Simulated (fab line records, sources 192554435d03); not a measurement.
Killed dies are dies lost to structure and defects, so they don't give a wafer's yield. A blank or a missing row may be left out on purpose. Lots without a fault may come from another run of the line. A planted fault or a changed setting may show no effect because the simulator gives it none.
Split-lot experiment | flow n5_finfet | 7 lots, 39 wafers read, on a route of 1938 steps

THE SPLIT
At N5_HKMG_FIN_DESCUM_17 (chemistry O2, time 7.9 s), the setting time_s was moved away from the recipe's 7.9 s on 15 of the 39 wafers read, by -51.7% to +53.5%. The other wafers ran this setting at the recipe's value.

The file shows no step between the split and the reading.

THE READING
CAR-ArF_of_HKMG_FIN_COAT_06.thk_nm (the simulator's own value, which no gauge read), in nm, at N5_HKMG_FIN_ETCH_31 (etches SiARC in CF4, target depth 45.5 nm, time 75.8 s). The file gives no usual value for it. The 24 wafers here that ran the recipe average 50.9 nm, standard deviation 0.21 nm.

wafer  | tool, chamber at the split | time_s as run, s | against the recipe | CAR-ArF_of_HKMG_FIN_COAT_06.thk_nm, nm | against lot-mates on the recipe
L081.1 | rie_diel-02, 3             | 5.455            | -30.9%             | 52.4                                   | +1.3
L081.2 | rie_diel-02, 0,1           | 7.9              | recipe             | 51.2                                   | -
L081.5 | rie_diel-02, 0,1           | 7.9              | recipe             | 51.2                                   | -
L081.3 | rie_diel-02, 1             | 5.455            | -30.9%             | 52.8                                   | +1.7
L081.4 | rie_diel-02, 2             | 5.455            | -30.9%             | 52.6                                   | +1.5
L081.6 | rie_diel-02, 0             | 7.9              | recipe             | 51                                     | -
L086.1 | rie_diel-02, 0,2           | 7.9              | recipe             | 50.8                                   | -
L086.2 | rie_diel-02, 2,1,0,1       | 7.9              | recipe             | 50.8                                   | -
L086.3 | rie_diel-02, 2,1,0,1       | 7.9              | recipe             | 50.8                                   | -
L086.4 | rie_diel-02, 2,1,0,1       | 7.9              | recipe             | 50.8                                   | -
L086.5 | rie_diel-02, 2,1,0,1       | 7.9              | recipe             | 50.8                                   | -
L086.6 | rie_diel-02, 0,2           | 7.9              | recipe             | 50.8                                   | -
L090.1 | rie_diel-03, 0             | 7.9              | recipe             | 50.2                                   | -
L090.2 | rie_diel-03, 3             | 9.174            | +16.1%             | 50                                     | -0.5
L090.5 | rie_diel-03, 3             | 9.174            | +16.1%             | 50                                     | -0.5
L090.3 | rie_diel-03, 1             | 7.9              | recipe             | 50.6                                   | -
L090.6 | rie_diel-03, 0             | 7.9              | recipe             | 50.6                                   | -
L090.4 | rie_diel-03, 2             | 9.174            | +16.1%             | 49.6                                   | -0.9
L092.1 | rie_diel-04, 2,3           | 7.9              | recipe             | 51                                     | -
L092.3 | rie_diel-04, 2,3           | 7.9              | recipe             | 51                                     | -
L092.4 | rie_diel-04, 0             | 7.9              | recipe             | 51                                     | -
L095.1 | rie_diel-02, 2,3,2         | 7.9              | recipe             | 51                                     | -
L095.5 | rie_diel-02, 2,3,2         | 7.9              | recipe             | 51                                     | -
L095.2 | rie_diel-02, 2,3,2         | 7.9              | recipe             | 50.8                                   | -
L095.3 | rie_diel-02, 0             | 11.46            | +45.1%             | 48.6                                   | -2.3
L095.4 | rie_diel-02, 0             | 11.46            | +45.1%             | 48.6                                   | -2.3
L095.6 | rie_diel-02, 3             | 11.46            | +45.1%             | 48.8                                   | -2.1
L096.1 | rie_diel-04, 3             | 12.13            | +53.5%             | 48.4                                   | -2.4
L096.6 | rie_diel-04, 3             | 12.13            | +53.5%             | 48.4                                   | -2.4
L096.2 | rie_diel-04, 1,2,0         | 7.9              | recipe             | 50.8                                   | -
L096.4 | rie_diel-04, 1,2,0         | 7.9              | recipe             | 50.8                                   | -
L096.5 | rie_diel-04, 1,2,0         | 7.9              | recipe             | 50.8                                   | -
L096.3 | rie_diel-04, 0             | 12.13            | +53.5%             | 48                                     | -2.8
L097.1 | rie_diel-04, 0             | 3.817            | -51.7%             | 53.4                                   | +2.4
L097.2 | rie_diel-04, 3,1           | 7.9              | recipe             | 51                                     | -
L097.3 | rie_diel-04, 1             | 7.9              | recipe             | 50.8                                   | -
L097.4 | rie_diel-04, 2             | 3.817            | -51.7%             | 53.6                                   | +2.6
L097.6 | rie_diel-04, 2             | 3.817            | -51.7%             | 53.6                                   | +2.6
L097.5 | rie_diel-04, 3,1           | 7.9              | recipe             | 51.2                                   | -
Where a row lists several chambers, the file gives one row for several wafers and doesn't say which wafer went through which chamber.

THE FIT
A straight line over all 39 wafers: CAR-ArF_of_HKMG_FIN_COAT_06.thk_nm changes by -0.0508 nm for each +1% of time_s; r = -0.99; the points scatter about the line by 0.21 nm.
The same after taking each lot's own level away (the mean of its wafers on the recipe; 39 wafers): -0.0483 nm for each +1%; r = -0.99; scatter 0.14 nm.
On that fit, the largest move of time_s shifts the reading by 2.6 nm.
The lots' own levels span 50.47 to 51.13 nm, that is 3.1 times the standard deviation above.
So the lot-to-lot level changes the slope little: the two slopes agree.
Check: with one of the wafers moved furthest among these (+53.5%) left out of the fit, the line predicts -2.6 nm for it against its lot-mates. It came out at -2.4 nm against them.

OTHER SPLITS ON THESE WAFERS
These wafers also went through other splits before the reading. Each is held against what the fit with the lots' levels taken away leaves over:
other split on the same wafers       | wafers away from the commonest value | r with CAR-ArF_of_HKMG_FIN_COAT_06.thk_nm (lot level and that fit taken away)
N5_ZERO_LAYER_PECVD_02 time_s        | 18                                   | -0.10
N5_FIN_SAQP_PECVD_06 time_s          | 15                                   | -0.15
N5_SD_EPI_N_EPI_21 epi_growth_time_s | 15                                   | +0.09

THE WHOLE CHAIN: every reading that the file lists as answering this split, in the file's order
step                  | what it does                                           | reading                                                                             | change (the file's fit)                | r (the file's)
N5_HKMG_FIN_DESCUM_17 | chemistry O2, time 7.9 s                               | CAR-ArF_of_HKMG_FIN_COAT_06.thk_nm (the simulator's own value, which no gauge read) | -0.0494 nm for each +1% of the setting | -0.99
N5_HKMG_FIN_ETCH_31   | etches SiARC in CF4, target depth 45.5 nm, time 75.8 s | CAR-ArF_of_HKMG_FIN_COAT_06.thk_nm (the simulator's own value, which no gauge read) | -0.0482 nm for each +1% of the setting | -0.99

THE FILE'S OWN FIT
CAR-ArF_of_HKMG_FIN_COAT_06.thk_nm changes by -0.0482 nm for each +1% of time_s, r = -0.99.
